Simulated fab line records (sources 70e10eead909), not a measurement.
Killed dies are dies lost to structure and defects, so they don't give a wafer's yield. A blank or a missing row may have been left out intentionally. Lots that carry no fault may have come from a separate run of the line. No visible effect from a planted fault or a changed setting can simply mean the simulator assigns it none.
A lot that was struck, set against a sound lot | flow nand-harc | 33 steps out of a route of 1302
Sound: these wafers, L209.4, L209.5, L209.6. Struck: wafer L221.5 (left out: L221.4, a lot-mate that was not struck); the cause follows at the end.
At each step with rows: each side's tool, then ch and its chambers, then its first start. Under that, the readings that differ: sound wafers | struck wafers | difference of the means | sigmas: that difference in standard deviations of wafers without a fault.
alike: same words and numbers on both sides, and readings whose means sit less than 2 such deviations apart. not compared: any withheld reading, any reading some wafer has no value for, any bound like >300 that may hide the same value, and any number with overlapping values for which the record gives no deviation.
Wherever a step has rows on one side only, a row that says differs or no value, or a row with sigmas, the two part there. Numbers that have no deviation but don't overlap get no sigmas and don't part them. A reading that every wafer of one side lacks parts them only if that side has two wafers or more.

first, 9 steps without rows for these wafers: NHARC_P_M2_DESCUM_14 (chemistry O2, time 3 s); NHARC_P_M2_ETCH_35 (etches the open film in N2/H2, target depth 40 nm, overetch 12 nm, time 43.94 s); NHARC_P_M2_ETCH_15 (etches the open film in C4F8/Ar, target depth 182.5 nm, time 91.2 s); NHARC_P_M2_STRIP_18 (strips in N2/H2); NHARC_P_M2_ETCH_28 (etches the open film in CF4/N2, target depth 30 nm, time 72.99 s); NHARC_P_M2_STRIP_19 (strips in post etch residue remover, time 600 s); NHARC_P_M2_DEGAS_29 (time 60 s); NHARC_P_M2_PRE_CLEAN_30 (time 30 s); NHARC_P_M2_PVD_20 (deposits TaN, target thk 5 nm, time 8.06 s).
NHARC_P_M2_PVD_21: deposits Cu, target thk 30 nm, time 20.49 s.
  sound on pvd-sputter-02 at day 8 22:14; struck on pvd-sputter-03 at day 13 20:28
  alike: substrate-temp-c, throttle-valve-pct
then, 22 steps without rows for these wafers: NHARC_P_M2_ECD_22 (material Cu, target thk 400 nm); NHARC_P_M2_ANNEAL_31 (time 90 s); NHARC_P_M2_CMP_23 (polishes, t overpolish 20 s, target thk 144.3 nm); NHARC_P_M2_SRD_25; NHARC_P_M2_PRE_CLEAN_32 (time 12 s); NHARC_P_M2_DEP_33 (deposits SiCN, target thk 30 nm); NHARC_P_BONDPAD_DEP_00 (deposits SiCN, target thk 250 nm); NHARC_P_BONDPAD_CMP_32 (polishes SiCN, target thk 200 nm); NHARC_P_BONDPAD_SRD_34; NHARC_P_BONDPAD_DEHYDRATE_01 (time 120 s); NHARC_P_BONDPAD_HMDS_02 (time 30 s); NHARC_P_BONDPAD_COAT_36 (time 65 s); NHARC_P_BONDPAD_COAT_03 (resist thk 600 nm); NHARC_P_BONDPAD_SOFTBAKE_04 (time 70 s); NHARC_P_BONDPAD_EBR_05; NHARC_P_BONDPAD_EXPOSE_06 (exposes mask P BPAD); NHARC_P_BONDPAD_PEB_07 (peb time 80 s); NHARC_P_BONDPAD_DEVELOP_08 (time 50 s); NHARC_P_BONDPAD_HARDBAKE_10 (time 65 s); NHARC_P_BONDPAD_DESCUM_11 (chemistry O2, time 3 s); NHARC_P_BONDPAD_ETCH_37 (etches the open film in N2/H2, target depth 60 nm, overetch 18 nm, time 65.91 s); NHARC_P_BONDPAD_ETCH_12 (etches the open film in CHF3/O2, target depth 200 nm, time 100 s).
-- record jumps: 19 days between struck wafers' starts before vs after; left off in module P_BONDPAD, resumes in module END, first step shown is number 1302 of the route --
NHARC_END_SORT_01:
  sound on prober-02 ch 0, day 26 16:16; struck on prober-01 ch 0, day 32 18:10
  reading                  | sound          | struck | difference | sigmas
  defect-limited-yield (%) | 93.1 91.3 92.9 | 0.1    | -92.3      | -36
  killed-at-periphery      | 3 3 3          | 629    | +626       | +99 or more
  killed-dies              | 47 59 48       | 676    | +625       | +37
  alike: killed-at-array, killed-at-other, killed-open, killed-short

== WHERE THEY PART ==
Only at NHARC_END_SORT_01, as far as this record shows.

WHY: the cause the simulator had injected
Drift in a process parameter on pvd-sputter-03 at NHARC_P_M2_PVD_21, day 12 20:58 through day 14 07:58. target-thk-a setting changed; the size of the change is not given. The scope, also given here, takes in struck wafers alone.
